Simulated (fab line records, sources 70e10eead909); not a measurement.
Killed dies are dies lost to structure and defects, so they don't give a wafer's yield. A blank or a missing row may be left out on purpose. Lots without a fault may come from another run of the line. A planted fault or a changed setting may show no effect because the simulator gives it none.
One fault seen from 2 desks | flow nand_harc | each desk has only its own numbers; what lay behind them comes last

THE TOOL OWNER'S DESK: har_cap_etch-01
The tool's own readings at NHARC_A_CONTACT_ETCH_117 (etches the open film in C4F8/O2/Ar, time 94 s, target depth 922 nm): means of the sampled wafers that have a number, for each lot that ran on this tool. A lot is out of limits, marked OUT, if its mean lies more than 4 standard deviations from the usual mean; the brackets give that distance.
Columns: A = chamber_pressure_mTorr at NHARC_A_CONTACT_ETCH_117, usual 19.998 mTorr; B = oes_air_line_au at NHARC_A_CONTACT_ETCH_117, usual 1.000 a.u.
lot  | first seen here | A      | B
L225 | day 18 16:25    | 20.003 | 1.006
L236 | day 21 15:11    | 19.984 | 1.014
L235 | day 21 19:59    | 20.009 | 0.979
This desk's finding: nothing out of limits on any of the 3 lots.

THE METROLOGY DESK
What the gauges read, lot by lot, whatever tool the lot ran on: means of the sampled wafers that have a number. A lot is out of limits, marked OUT, if its mean lies more than 4 standard deviations from the usual mean; the brackets give that distance.
Columns: A = overlay_x_nm at NHARC_A_CONTACT_OVL_MEAS_43, usual -0.1 nm; B = overlay_y_nm at NHARC_A_CONTACT_OVL_MEAS_43, usual -0.2 nm
lot  | first seen here | A    | B
L219 | day 16 16:11    | 1.1  | 0.0
L220 | day 16 23:26    | -1.1 | 0.4
L222 | day 17 16:52    | -1.3 | 1.0
L223 | day 17 22:32    | -0.6 | -1.7
L225 | day 18 14:07    | 0.4  | 0.3
L230 | day 19 16:58    | 0.1  | -0.7
L233 | day 20 03:54    | -1.6 | -0.5
L234 | day 20 20:39    | 0.2  | 0.4
L238 | day 21 05:45    | -0.8 | -0.1
L236 | day 21 12:46    | -0.5 | -0.4
L237 | day 21 14:22    | 0.8  | -2.1
L235 | day 21 17:49    | 0.6  | -2.0
L239 | day 22 01:57    | -0.1 | 0.9
This desk's finding: nothing out of limits on any of the 13 lots.

PUT TOGETHER
The tool owner's desk saw nothing out of limits.
The metrology desk saw nothing out of limits.

WHAT THE SIMULATOR HAD PUT IN
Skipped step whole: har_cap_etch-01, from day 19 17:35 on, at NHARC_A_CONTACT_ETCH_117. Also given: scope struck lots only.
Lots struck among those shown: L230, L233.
